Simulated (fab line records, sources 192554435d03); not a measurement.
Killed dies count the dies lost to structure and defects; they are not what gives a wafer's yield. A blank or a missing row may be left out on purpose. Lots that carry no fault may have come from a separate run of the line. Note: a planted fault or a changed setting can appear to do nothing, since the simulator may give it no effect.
Lot-split experiment -- flow n5_finfet -- 7 lots, 21 wafers read, on a route of 1938 steps

== ABOUT THE SPLIT ==
At N5_MOL_CONTACT_COAG_EXPOSE_81 (exposes mask VG, defocus 0 nm), the setting dose_mj was moved away from the recipe's 59.5 on 7 of the 21 wafers read, by -6.5% to -2.1%. All remaining wafers had this setting at the recipe value.

== FROM THE SPLIT TO THE READING: what the file shows between them, 2 steps ==
- N5_MOL_CONTACT_COAG_PEB_82: peb time 60 s
- N5_MOL_CONTACT_COAG_DEVELOP_83: develop time 30 s

== THE READING ==
cd_nm (nm) at N5_MOL_CONTACT_COAG_CD_MEAS_84, where the cd target is 25.1 nm. Typical for fault-free wafers on this fab line: 24.99 nm, with standard deviation 0.28 nm.

wafer,"tool, chamber at the split",dose_mj as run,against the recipe,"cd_nm, nm",against lot-mates on the recipe
L076.2,"euv_scanner-02, 0",59.5,recipe,24.99,-
L076.4,"euv_scanner-02, 0",55.71,-6.4%,23.41,-1.58
L076.6,"euv_scanner-02, 0",55.71,-6.4%,23.42,-1.57
L078.1,"euv_scanner-01, 0",58.27,-2.1%,24.52,-0.26
L078.2,"euv_scanner-01, 0",59.5,recipe,24.78,-
L078.6,"euv_scanner-01, 0",58.27,-2.1%,24.41,-0.37
L082.3,"euv_scanner-01, 0",59.5,recipe,24.86,-
L082.4,"euv_scanner-01, 0",59.5,recipe,24.44,-
L082.5,"euv_scanner-01, 0",59.5,recipe,24.57,-
L083.1,"euv_scanner-02, 0",55.61,-6.5%,23.72,-1.15
L083.2,"euv_scanner-02, 0",59.5,recipe,24.84,-
L083.5,"euv_scanner-02, 0",59.5,recipe,24.90,-
L089.2,"euv_scanner-02, 0",59.5,recipe,25.05,-
L089.3,"euv_scanner-02, 0",59.5,recipe,25.38,-
L089.4,"euv_scanner-02, 0",59.5,recipe,24.86,-
L092.1,"euv_scanner-02, 0",59.5,recipe,25.25,-
L092.2,"euv_scanner-02, 0",59.5,recipe,24.91,-
L092.4,"euv_scanner-02, 0",59.5,recipe,24.95,-
L096.1,"euv_scanner-02, 0",56.63,-4.8%,24.08,-1.04
L096.2,"euv_scanner-02, 0",56.63,-4.8%,24.13,-0.99
L096.3,"euv_scanner-02, 0",59.5,recipe,25.12,-

THE FIT
A straight line over all 21 wafers: cd_nm changes by +0.206 nm for each +1% of dose_mj; r = +0.92; the points scatter about the line by 0.22 nm.
The same after taking each lot's own level away (the mean of its wafers on the recipe; 21 wafers): +0.218 nm for each +1%; r = +0.96; scatter 0.16 nm.
According to that fit, moving dose_mj by its largest amount changes the reading by 1.4 nm.
The span of the lots' own levels, 24.623 to 25.120 nm, comes to 1.8 times the standard deviation stated above.
Hence the lot-to-lot level has little effect on the slope; both slopes agree.
Check: with one of the wafers moved furthest among these (-6.5%) left out of the fit, the line predicts -1.5 nm for it against its lot-mates. Against them it came out at -1.15 nm.

== THE OTHER SPLITS THESE WAFERS WENT THROUGH ==
Other splits were also applied to these wafers ahead of the reading. Each is held against what the fit with the lots' levels taken away leaves over:
other split on the same wafers,wafers away from the commonest value,r with cd_nm (lot level and that fit taken away)
N5_GATE_CUT_ETCH_37 bias_w,7,+0.03
N5_MOL_CONTACT_COAG_ALD_27 ald_cycles,5,+0.13

== THE FILE'S OWN FIT ==
cd_nm changes by +0.208 nm for each +1% of dose_mj, r = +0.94.
